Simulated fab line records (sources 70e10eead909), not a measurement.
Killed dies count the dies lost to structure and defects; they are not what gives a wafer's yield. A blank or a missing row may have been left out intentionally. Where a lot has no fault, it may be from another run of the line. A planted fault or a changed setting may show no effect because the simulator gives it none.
fab line records | flow nand-harc
[record] lots = 14 | wafers = 42 | last-day = 33
route steps=1302 shown A_DECK1_JOINT@518 A_ONON_D2@553 END@1302
lots that met no fault: from a run of the same line without faults
start-h: start of the lot's first displayed wafer, in hours after the record's first day | wait-h: time in hours since the lot's previous step | " same as the row above | L1.1+2: one row covering several wafers at once | - value missing, or start not given | * or withheld: withheld | < > ~ a bound
route shown NAME@n: names a module that has steps shown in the file, with the first one's number in the route | usual: average and standard deviation across the fault-free wafers | same: alike in all rows | chamber/n: place in a boat | sites: readings site by site | _std_site: the values' standard deviation | _edge_site: mean of outer sites minus mean of inner sites | radius-mm: how far each site lies from the wafer's centre | mask NAME#n: copy n | behind: the tool/chamber that last shaped the wafer | hold: why the lot was held/for how many hours/how that ended | device: the transistor (n, p or np) that didn't switch | end of line: the route-end tests of the same wafers | step lacking rows: just its recipe | killed: at the first sort, the dies lost to defects and structure; wafer yield is something else | map: dies across one wafer; x = killed, . = not, _ = none there
set.NAME: the setting the step ran with; set.NAME@STEP: the setting that earlier step ran with | model.NAME: the simulator's own value behind a step, which no gauge read
steps of the route over a sample of lots; a table a step, a row a wafer
services: when a tool's chamber went out of use (start-h, in hours from the record's first day, below 0 if earlier), for how many hours, and the reason
[[steps]]
[step NHARC_A_DECK1_JOINT_ETCHBACK_07]
[recipe] target-depth-a = 1050 | time-s = 26.9 | hbr-flow-sccm = 150 | rf-w = 350 | icp-w = 350 | bias-w = 60 | chemistry = HBr
[usual] drypump-motor-current-A = 5.8/0.4 | hbr-flow-sccm = 150.0/0.47 | oes-product-au = 1.000/0.0068 | throttle-valve-pct = 23.267/0.0084
lot.wafer | tool      | chamber | start-h | wait-h | drypump-motor-current-A | hbr-flow-sccm | oes-product-au | rf-hours-counter-h | throttle-valve-pct
L206.4    | rie-si-02 | 0       | 249.94  | 0.1    | 6.3                     | 150.7         | 1.002          | 1.05               | 23.257
L206.3    | "         | 1       | "       | "      | 5.8                     | 149.8         | 0.990          | 0.80               | 23.265
L206.5    | "         | 3       | "       | "      | 5.5                     | 150.1         | 0.987          | -                  | 23.274
L207.4    | rie-si-05 | 3       | 257.03  | 0.1    | 5.7                     | 150.5         | 1.009          | 0.64               | 23.280
L207.5    | "         | 3       | "       | "      | 5.6                     | 150.8         | 1.005          | -                  | 23.267
L207.6    | "         | 0       | "       | "      | 5.3                     | 149.7         | 0.998          | -                  | 23.249
L208.2    | rie-si-05 | 3       | 269.52  | 0.1    | 5.7                     | 149.7         | 0.999          | 0.77               | 23.262
L208.4    | "         | 0       | "       | "      | 5.3                     | 150.2         | 0.995          | 0.77               | 23.262
L208.1    | "         | 1       | "       | "      | 5.9                     | 150.3         | 0.999          | 0.65               | 23.259
L209.4    | rie-si-02 | 1       | 275.34  | 0.1    | 5.8                     | 149.6         | 0.999          | 0.97               | 23.258
L209.2    | "         | 0       | "       | "      | 6.2                     | 150.0         | 1.001          | 1.17               | 23.259
L209.6    | "         | 1       | "       | "      | 5.8                     | 149.6         | 0.990          | -                  | 23.286
L210.3    | rie-si-04 | 0       | 283.58  | 0.1    | 6.6                     | 150.7         | 0.997          | 0.70               | 23.261
L210.1    | "         | 3       | "       | "      | 5.7                     | 150.2         | 0.993          | 0.60               | 23.270
L210.5    | "         | 2       | "       | "      | 6.1                     | 149.7         | 0.990          | -                  | 23.252
L211.1    | rie-si-04 | 3       | 289.84  | 0.1    | 5.7                     | 150.4         | 0.994          | 0.66               | 23.275
L211.4    | "         | 2       | "       | "      | 6.1                     | 150.0         | 1.015          | 0.48               | 23.261
L211.5    | "         | 3       | "       | "      | 5.7                     | 150.3         | 0.989          | -                  | 23.269
L213.4    | rie-si-02 | 1       | 321.56  | 0.1    | 5.8                     | 150.0         | 1.009          | 0.28               | 23.269
L213.1    | "         | 2       | "       | "      | 5.1                     | 149.3         | 0.997          | 0.17               | 23.260
L213.6    | "         | 1       | "       | "      | 5.8                     | 150.0         | 1.003          | -                  | 23.269
L220.3    | rie-si-02 | 3       | 379.14  | 0.1    | 5.5                     | 150.7         | 1.007          | 0.58               | 23.275
L220.2    | "         | 0       | "       | "      | 6.2                     | 149.6         | 1.002          | 0.69               | 23.260
L220.5    | "         | 3       | "       | "      | 5.5                     | 149.9         | 1.002          | -                  | 23.263
L223.4    | rie-si-05 | 1       | 420.21  | 0.1    | 5.9                     | 150.0         | 1.009          | 0.65               | 23.270
L223.5    | "         | 3       | "       | "      | 5.7                     | 150.3         | 1.001          | -                  | 23.266
L223.6    | "         | 0       | "       | "      | 5.3                     | 149.5         | 1.006          | -                  | 23.261
L225.1    | rie-si-04 | 0       | 429.02  | 0.1    | 6.6                     | 150.0         | 0.991          | 0.21               | 23.271
L225.4    | "         | 1       | "       | "      | 6.4                     | 149.9         | 1.005          | 0.24               | 23.256
L225.3    | "         | 3       | "       | "      | 5.7                     | 150.4         | 0.989          | 0.25               | 23.276
L224.4    | rie-si-05 | 3       | 429.06  | 0.1    | 5.6                     | 149.8         | 0.998          | 0.87               | 23.268
L224.6    | "         | 0       | "       | "      | 5.3                     | 150.1         | 1.002          | -                  | 23.258
L224.5    | "         | 1       | "       | "      | 5.9                     | 149.1         | 0.994          | -                  | 23.267
L226.2    | rie-si-02 | 3       | 452.15  | 0.1    | 5.5                     | 149.9         | 0.996          | 1.02               | 23.257
L226.1    | "         | 0       | "       | "      | 6.3                     | 150.2         | 1.001          | 1.18               | 23.273
L226.6    | "         | 3       | "       | "      | 5.5                     | 150.5         | 1.009          | -                  | 23.257
L227.2    | rie-si-05 | 3       | 452.16  | 0.1    | 5.7                     | 149.6         | 1.007          | 1.11               | 23.280
L227.5    | "         | 1       | "       | "      | 5.9                     | 150.2         | 1.011          | -                  | 23.273
L227.6    | "         | 2       | "       | "      | 6.0                     | 150.3         | 1.007          | -                  | 23.267
L228.2    | rie-si-05 | 3       | 467.59  | 0.1    | 5.6                     | 149.5         | 1.003          | 1.20               | 23.266
L228.1    | "         | 1       | "       | "      | 5.9                     | 150.5         | 0.996          | 0.96               | 23.274
L228.5    | "         | 3       | "       | "      | 5.6                     | 150.5         | 1.004          | -                  | 23.258
[step NHARC_A_ONON_D2_DEP_12]
[recipe] target-thk-a = 10000 | n2-flow-sccm = 2750 | n2o-flow-sccm = 2000 | nh3-flow-sccm = 500 | sih4-flow-sccm = 210 | temp-c = 400
lot.wafer  | tool          | chamber | start-h | wait-h
L206.3+4+5 | pecvd-onon-02 | 0       | 290.68  | 0.2
L207.4+5+6 | pecvd-onon-03 | 0       | 293.51  | 0.2
L208.1+2+4 | pecvd-onon-03 | 0       | 307.29  | 0.1
L209.2+4+6 | pecvd-onon-03 | 0       | 315.92  | 0.1
L211.1+4+5 | pecvd-onon-03 | 0       | 326.84  | 0.1
L210.1+3+5 | pecvd-onon-04 | 0       | 327.27  | 0.1
L213.1+4+6 | pecvd-onon-03 | 0       | 361.20  | 0.1
L220.2+3+5 | pecvd-onon-04 | 0       | 417.86  | 0.1
L223.4+5+6 | pecvd-onon-03 | 0       | 456.81  | 0.2
L225.1+3+4 | pecvd-onon-03 | 0       | 463.83  | 0.1
L224.4+5+6 | pecvd-onon-04 | 0       | 464.00  | 0.2
L226.1+2+6 | pecvd-onon-02 | 0       | 487.09  | 0.1
L227.2+5+6 | pecvd-onon-03 | 0       | 487.10  | 0.1
L228.1+2+5 | pecvd-onon-02 | 0       | 510.46  | 0.1
[step NHARC_A_ONON_D2_THK_MEAS_14]
[recipe] thk-meas-gauge = ellipsometry
[usual] thk-nm = 1001/11
lot.wafer | tool          | chamber | start-h | wait-h | thk-nm
L206.3    | film-metro-02 | -       | 291.08  | -      | 993
L206.4    | "             | -       | "       | "      | 993
L206.5    | "             | -       | "       | "      | 994
L207.4    | film-metro-01 | -       | 293.84  | -      | 1012
L207.5    | "             | -       | "       | "      | 1012
L207.6    | "             | -       | "       | "      | 1011
L208.1    | film-metro-01 | -       | 307.80  | -      | 998
L208.2    | "             | -       | "       | "      | 997
L208.4    | "             | -       | "       | "      | 999
L209.2    | film-metro-02 | -       | 316.37  | -      | 987
L209.4    | "             | -       | "       | "      | 988
L209.6    | "             | -       | "       | "      | 988
L211.1    | film-metro-02 | -       | 327.35  | -      | 707
L211.4    | "             | -       | "       | "      | 706
L211.5    | "             | -       | "       | "      | 709
L210.1    | film-metro-02 | -       | 327.80  | -      | 1014
L210.3    | "             | -       | "       | "      | 1016
L210.5    | "             | -       | "       | "      | 1015
L213.1    | film-metro-01 | -       | 361.71  | -      | 710
L213.4    | "             | -       | "       | "      | 709
L213.6    | "             | -       | "       | "      | 709
L220.2    | film-metro-01 | -       | 418.31  | -      | 1007
L220.3    | "             | -       | "       | "      | 1005
L220.5    | "             | -       | "       | "      | 1008
L223.4    | film-metro-01 | -       | 457.14  | -      | 997
L223.5    | "             | -       | "       | "      | 999
L223.6    | "             | -       | "       | "      | 997
L224.4    | film-metro-02 | -       | 464.34  | -      | 1000
L224.5    | "             | -       | "       | "      | 1000
L224.6    | "             | -       | "       | "      | 1000
L225.1    | film-metro-01 | -       | 464.34  | -      | 984
L225.3    | "             | -       | "       | "      | 984
L225.4    | "             | -       | "       | "      | 982
L227.2    | film-metro-02 | -       | 487.56  | -      | 1000
L227.5    | "             | -       | "       | "      | 1000
L227.6    | "             | -       | "       | "      | 997
L226.1    | film-metro-01 | -       | 487.61  | -      | 994
L226.2    | "             | -       | "       | "      | 997
L226.6    | "             | -       | "       | "      | 995
L228.1    | film-metro-01 | -       | 510.97  | -      | 985
L228.2    | "             | -       | "       | "      | 984
L228.5    | "             | -       | "       | "      | 983
[step NHARC_END_SORT_01]
[recipe] temp-c = 25
[usual] killed-at-array = 60/21 | killed-at-other = 1.0/1.2 | killed-at-periphery = 4.2/2.8 | killed-dies = 65/20 | killed-open = 3.1/1.8 | killed-short = 2.6/1.6
[same] gross-dies = 677
lot.wafer | tool      | chamber | start-h | wait-h | killed-at-array | killed-at-other | killed-at-periphery | killed-dies | killed-open | killed-short
L211.1    | prober-01 | 0       | 609.98  | 2.5    | 670             | 4               | 3                   | 677         | 5           | 1
L211.4    | prober-01 | 0       | 612.40  | 3.4    | 674             | 3               | 0                   | 677         | 3           | 2
L211.5    | prober-01 | 0       | 613.21  | 3.7    | 672             | 1               | 4                   | 677         | 3           | 4
L213.1    | prober-01 | 0       | 656.42  | 2.5    | 669             | 6               | 2                   | 677         | 6           | 2
L213.4    | prober-01 | 0       | 658.78  | 3.4    | 676             | 0               | 1                   | 677         | 5           | 1
L213.6    | prober-01 | 0       | 660.36  | 3.9    | 674             | 1               | 2                   | 677         | 3           | 3
L223.4    | prober-02 | 0       | 767.34  | 3.4    | 51              | 3               | 4                   | 58          | 2           | 2
L223.5    | prober-02 | 0       | 768.14  | 3.7    | 43              | 1               | 1                   | 45          | 3           | 3
L223.6    | prober-02 | 0       | 768.93  | 4.0    | 35              | 0               | 2                   | 37          | 3           | 1
// killed by level:class
L211.1 A_ONON_D2:area-dep=632 A_SLIT:chamber-film-flake=18 A_CHANNEL_HOLE_D2:chamber-film-flake=10 THIN_TSV:chamber-film-flake=4 P_CONTACT:geometric-particle:open=2 A_STAIRCASE:chamber-film-flake=2 A_M1:chamber-film-flake=2 P_GATE:geometric-particle:open=1
L211.4 A_ONON_D2:area-dep=626 A_SLIT:chamber-film-flake=26 A_CHANNEL_HOLE_D2:chamber-film-flake=7 A_CONTACT:chamber-film-flake=4 THIN_TSV:chamber-film-flake=3 A_CHANNEL_FILL_D1:chamber-film-flake=2 A_STAIRCASE:chamber-film-flake=2 A_DECK1_JOINT:geometric-particle:short=1
L211.5 A_ONON_D2:area-dep=624 A_SLIT:chamber-film-flake=22 A_CHANNEL_HOLE_D2:chamber-film-flake=6 A_STAIRCASE:chamber-film-flake=6 A_CONTACT:chamber-film-flake=3 P_ZERO_WELL:chamber-film-flake=2 A_CHANNEL_FILL_D1:chamber-film-flake=2 A_M1:chamber-film-flake=2
L213.1 A_ONON_D2:area-dep=600 A_CHANNEL_HOLE_D1:chamber-film-flake=32 A_SLIT:chamber-film-flake=13 A_CHANNEL_HOLE_D2:chamber-film-flake=7 THIN_TSV:chamber-film-flake=6 A_STAIRCASE:chamber-film-flake=2 A_WL_FILL:chamber-film-flake=2 A_CONTACT:chamber-film-flake=2
L213.4 A_ONON_D2:area-dep=591 A_CHANNEL_HOLE_D1:chamber-film-flake=34 A_SLIT:chamber-film-flake=33 A_CHANNEL_HOLE_D2:chamber-film-flake=9 A_WL_FILL:geometric-particle:open=2 A_ONON_D1:geometric-particle:open=1 A_CHANNEL_FILL_D1:geometric-particle:open=1 A_DECK1_JOINT:geometric-particle:short=1
L213.6 A_ONON_D2:area-dep=591 A_SLIT:chamber-film-flake=32 A_CHANNEL_HOLE_D1:chamber-film-flake=31 A_CHANNEL_HOLE_D2:chamber-film-flake=8 A_DECK1_JOINT:chamber-film-flake=2 A_STAIRCASE:chamber-film-flake=2 P_CONTACT:geometric-particle:open=1 A_ONON_D1:geometric-particle:open=1
L223.4 A_CHANNEL_HOLE_D2:chamber-film-flake=24 A_CHANNEL_HOLE_D1:chamber-film-flake=10 A_BLC:chamber-film-flake=5 A_CONTACT:chamber-film-flake=3 A_SLIT:chamber-film-flake=3 THIN_TSV:chamber-film-flake=3 A_STAIRCASE:chamber-film-flake=2 P_CONTACT:geometric-particle:short=1
L223.5 A_CHANNEL_HOLE_D2:chamber-film-flake=19 A_SLIT:chamber-film-flake=7 A_CONTACT:chamber-film-flake=4 A_WL_FILL:geometric-particle:short=2 A_CHANNEL_FILL_D1:chamber-film-flake=2 A_WL_FILL:chamber-film-flake=2 A_BLC:chamber-film-flake=2 P_M0:geometric-particle:short=1
L223.6 A_CHANNEL_HOLE_D2:chamber-film-flake=15 A_CHANNEL_HOLE_D1:chamber-film-flake=9 A_SLIT:chamber-film-flake=2 A_CONTACT:chamber-film-flake=2 P_STI:geometric-particle:open=1 A_SOURCE_PLATE:geometric-particle:short=1 A_ONON_D1:geometric-particle:open=1 A_DECK1_JOINT:geometric-particle:open=1
[[services]]
tool          | chamber | start-h | hours | kind
pecvd-onon-03 | -       | 227.29  | 13.0  | pm
rie-si-02     | -       | 277.00  | 9.0   | pm
rie-si-04     | 1       | 282.89  | 2.0   | repair
rie-si-05     | 3       | 302.49  | 8.8   | repair
rie-si-05     | -       | 305.00  | 9.0   | pm
rie-si-05     | 0       | 305.00  | 9.0   | vent-cycle
rie-si-05     | 1       | 305.00  | 9.0   | vent-cycle
rie-si-05     | 2       | 305.00  | 9.0   | vent-cycle
pecvd-onon-04 | -       | 311.16  | 13.0  | pm
rie-si-05     | 0       | 314.00  | -     | clean
rie-si-05     | 1       | 314.00  | -     | clean
rie-si-05     | 2       | 314.00  | -     | clean
rie-si-05     | 3       | 314.00  | -     | clean
pecvd-onon-02 | -       | 366.29  | 13.0  | pm
rie-si-04     | -       | 371.84  | 9.0   | pm
pecvd-onon-03 | -       | 408.29  | 13.0  | pm
rie-si-02     | -       | 454.00  | 9.0   | pm
rie-si-05     | -       | 482.00  | 9.0   | pm
rie-si-05     | 0       | 482.00  | 9.0   | vent-cycle
rie-si-05     | 1       | 482.00  | 9.0   | vent-cycle
rie-si-05     | 2       | 482.00  | 9.0   | vent-cycle
pecvd-onon-04 | -       | 492.16  | 13.0  | pm
rie-si-05     | -       | 496.32  | 0.3   | repair
rie-si-05     | 0       | 507.44  | 3.9   | repair
[[key]]
[first-sign] step = NHARC_A_ONON_D2_THK_MEAS_14 | reading = thk-nm | direction = down | sigmas = 28 | usual = 1001 | struck = 708
[effect] step = NHARC_END_SORT_01 | reading = killed-dies | direction = up | sigmas = 31 | usual = 65 | struck = 677
[more-kills-born-at] NHARC_A_ONON_D2_DEP_12@pecvd-onon-03 = 3664
met-at NHARC_A_ONON_D2_DEP_12
struck-lots L211,L213
later-rows-left-out L211.1,L211.4,L211.5,L213.1,L213.4,L213.6
tester-left-out L211,L213
not-acting-at NHARC_A_DECK1_JOINT_ETCHBACK_07
onset-between 315.92 326.84
[fault] kind = process-parameter-drift | tool = pecvd-onon-03 | chamber = - | onset-h = 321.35 | steps = NHARC_A_ONON_D2_DEP_12 | channel = target-thk-a | offset = * | shape = step | end-h = 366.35 | acts-in = * | stated = *
// tester-left-out: of these lots the tester's yield and bins aren't shown, on N5 and GAA mostly nor the transistor test; their killed dies are dies lost to structure and defects alone, not to doping, threshold or leakage, so they don't give the yield
// later-rows-left-out: the simulator's readings of these wafers behind a module that went badly wrong aren't trusted and aren't shown, but for the sort
